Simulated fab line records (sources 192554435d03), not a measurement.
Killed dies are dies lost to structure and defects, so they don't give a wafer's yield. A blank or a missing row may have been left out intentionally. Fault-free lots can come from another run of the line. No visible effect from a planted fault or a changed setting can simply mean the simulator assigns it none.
Split-lot experiment ; flow n5-finfet ; 39 wafers read across 7 lots, on a route 1938 steps long

ON THE SPLIT
At N5_BEOL_M5_TRENCH_ETCH_37 (etches SiCOH lowk in C4F6/O2, target depth 71.652 nm, time 24.7 s), the setting time-s was moved away from the recipe's 24.7 s on 9 of the 39 wafers read, by -43.7% to +20.2%. This setting was run at the recipe's value on the other wafers.

FROM THE SPLIT TO THE READING: what the file shows between them, 13 steps
- N5_BEOL_M5_ETCH_41: etches SiCN in CH3F/O2, target depth 31.5 nm, time 56.7 s
- N5_BEOL_M5_STRIP_91: strips in N2/H2, time 10 s
- N5_BEOL_M5_OCD_MEAS_38
- N5_BEOL_M5_HM_STRIP_39: strips TiN in peroxide tin strip, target depth 25 nm, time 158 s
- N5_BEOL_M5_SRD_40: time 30 s
- N5_BEOL_M5_ECD_50: material Cu, target thk 300 nm
- N5_BEOL_M5_ANNEAL_51: time 90 s
- N5_BEOL_M5_CMP_52: polishes, stops on SiCOH lowk, t overpolish 6.9 s, target thk 62 nm
- N5_BEOL_M5_THK_MEAS_53: measures by xrf
- N5_BEOL_M5_PRE_CLEAN_77: time 15 s
- N5_BEOL_M5_CO_CAP_78: material Co, precursor CCTBA/H2, target thk 2 nm, time 102.1 s
- N5_BEOL_M5_PRE_CLEAN_55: time 15 s
- N5_BEOL_M5_DEP_56: deposits SiCN from 3MS/NH3, target thk 8 nm, time 14 s

THE READING
At N5_BEOL_M5_RS_MEAS_57, a four-point-probe measurement gives M5_RS in ohm/sq. A value of 0.388 ohm/sq with a standard deviation of 0.013 ohm/sq is what fault-free wafers of this fab line usually give.

wafer;tool, chamber at the split;time-s as run, s;against the recipe;M5_RS, ohm/sq;against lot-mates on the recipe
L075.1;rie-diel-05, 3;13.91;-43.7%;0.925;+0.536
L075.2;rie-diel-05, 1;13.91;-43.7%;0.987;+0.598
L075.3;rie-diel-05, 0;24.7;recipe;0.387;-
L075.4;rie-diel-05, 2;24.7;recipe;0.396;-
L075.5;rie-diel-05, 3;13.91;-43.7%;1.016;+0.627
L075.6;rie-diel-05, 2;24.7;recipe;0.384;-
L080.1;rie-diel-01, 3;24.7;recipe;0.399;-
L080.2;rie-diel-01, 2;24.7;recipe;0.382;-
L080.3;rie-diel-01, 0;24.7;recipe;0.370;-
L080.4;rie-diel-01, 1;24.7;recipe;0.358;-
L080.5;rie-diel-01, 0;24.7;recipe;0.373;-
L080.6;rie-diel-01, 3;24.7;recipe;0.385;-
L083.1;rie-diel-01, 0;24.7;recipe;0.382;-
L083.2;rie-diel-01, 2;24.7;recipe;0.388;-
L083.3;rie-diel-01, 1;29.69;+20.2%;0.285;-0.099
L083.4;rie-diel-01, 3;29.69;+20.2%;0.299;-0.085
L083.5;rie-diel-01, 0;29.69;+20.2%;0.289;-0.095
L083.6;rie-diel-01, 3;24.7;recipe;0.381;-
L084.3;rie-diel-05, 3;24.7;recipe;0.392;-
L084.5;rie-diel-05, 1;24.7;recipe;0.408;-
L084.6;rie-diel-05, 0;24.7;recipe;0.368;-
L093.1;rie-diel-05, 2;24.7;recipe;0.354;-
L093.2;rie-diel-05, 0;24.7;recipe;0.389;-
L093.3;rie-diel-05, 3;24.7;recipe;0.385;-
L093.4;rie-diel-05, 0;24.7;recipe;0.380;-
L093.5;rie-diel-05, 3;24.7;recipe;0.364;-
L093.6;rie-diel-05, 2;24.7;recipe;0.368;-
L095.1;rie-diel-01, 2;24.7;recipe;0.387;-
L095.2;rie-diel-01, 3;18.49;-25.1%;0.603;+0.214
L095.3;rie-diel-01, 1;18.49;-25.1%;0.556;+0.167
L095.4;rie-diel-01, 0;18.49;-25.1%;0.567;+0.178
L095.5;rie-diel-01, 0;24.7;recipe;0.390;-
L095.6;rie-diel-01, 3;24.7;recipe;0.391;-
L096.1;rie-diel-01, 0;24.7;recipe;0.391;-
L096.2;rie-diel-01, 2;24.7;recipe;0.387;-
L096.3;rie-diel-01, 3;24.7;recipe;0.408;-
L096.4;rie-diel-01, 1;24.7;recipe;0.379;-
L096.5;rie-diel-01, 0;24.7;recipe;0.384;-
L096.6;rie-diel-01, 1;24.7;recipe;0.379;-

FIT RESULTS
A straight line over all 39 wafers: M5_RS changes by -0.0108 ohm/sq for each +1% of time-s; r = -0.95; the points scatter about the line by 0.056 ohm/sq.
The same after taking each lot's own level away (the mean of its wafers on the recipe; 39 wafers): -0.0107 ohm/sq for each +1%; r = -0.95; scatter 0.055 ohm/sq.
The reading moves by 0.47 ohm/sq for the largest change in time-s, on that fit.
Across the lots, their own levels run from 0.3733 to 0.3893 ohm/sq, a range of 1.2 times the standard deviation given above.
Hence the lot-to-lot level has little effect on the slope; both slopes agree.
Check: +0.465 ohm/sq against its lot-mates is what the line predicts for one of the wafers moved furthest among these (-43.7%) when that wafer is left out of the fit. It came out at +0.536 ohm/sq against them.

THESE WAFERS: OTHER SPLITS
Before the reading, these wafers also passed through other splits. Each is held against what the fit with the lots' levels taken away leaves over:
other split on the same wafers;wafers away from the commonest value;r with M5_RS (lot level and that fit taken away)
N5_BEOL_M1_DEP_57 target-thk-a;18;-0.26

THE WHOLE CHAIN: every reading that the file lists as answering this split, in the file's order
step;what it does;reading;change (the file's fit);r (the file's)
N5_BEOL_M5_TRENCH_ETCH_37;etches SiCOH lowk in C4F6/O2, target depth 71.652 nm, time 24.7 s;BEOL_M5.feature-depth-nm (the simulator's own value, which no gauge read);+0.722 nm for each +1% of the setting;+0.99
N5_BEOL_M5_TRENCH_ETCH_37;etches SiCOH lowk in C4F6/O2, target depth 71.652 nm, time 24.7 s;etch.depth-nm (the simulator's own value, which no gauge read);+0.722 nm for each +1% of the setting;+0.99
N5_BEOL_M5_TRENCH_ETCH_37;etches SiCOH lowk in C4F6/O2, target depth 71.652 nm, time 24.7 s;TiN_of_BEOL_M5_HM_DEP_02.thk-nm (the simulator's own value, which no gauge read);-0.0235 nm for each +1% of the setting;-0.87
N5_BEOL_M5_OCD_MEAS_38;;trench-depth-nm;+0.725 nm for each +1% of the setting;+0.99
N5_BEOL_M5_CMP_52;polishes, stops on SiCOH lowk, t overpolish 6.9 s, target thk 62 nm;Cu_of_BEOL_M5_ECD_50.thk-nm (the simulator's own value, which no gauge read);+0.723 nm for each +1% of the setting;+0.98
N5_BEOL_M5_THK_MEAS_53;measures by xrf;M5_THK;+0.712 for each +1% of the setting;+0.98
N5_BEOL_M5_RS_MEAS_57;measures by four-point-probe;M5_RS;-0.0109 for each +1% of the setting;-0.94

THE FILE'S OWN FIT
M5_RS changes by -0.0109 ohm/sq for each +1% of time-s, r = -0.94.
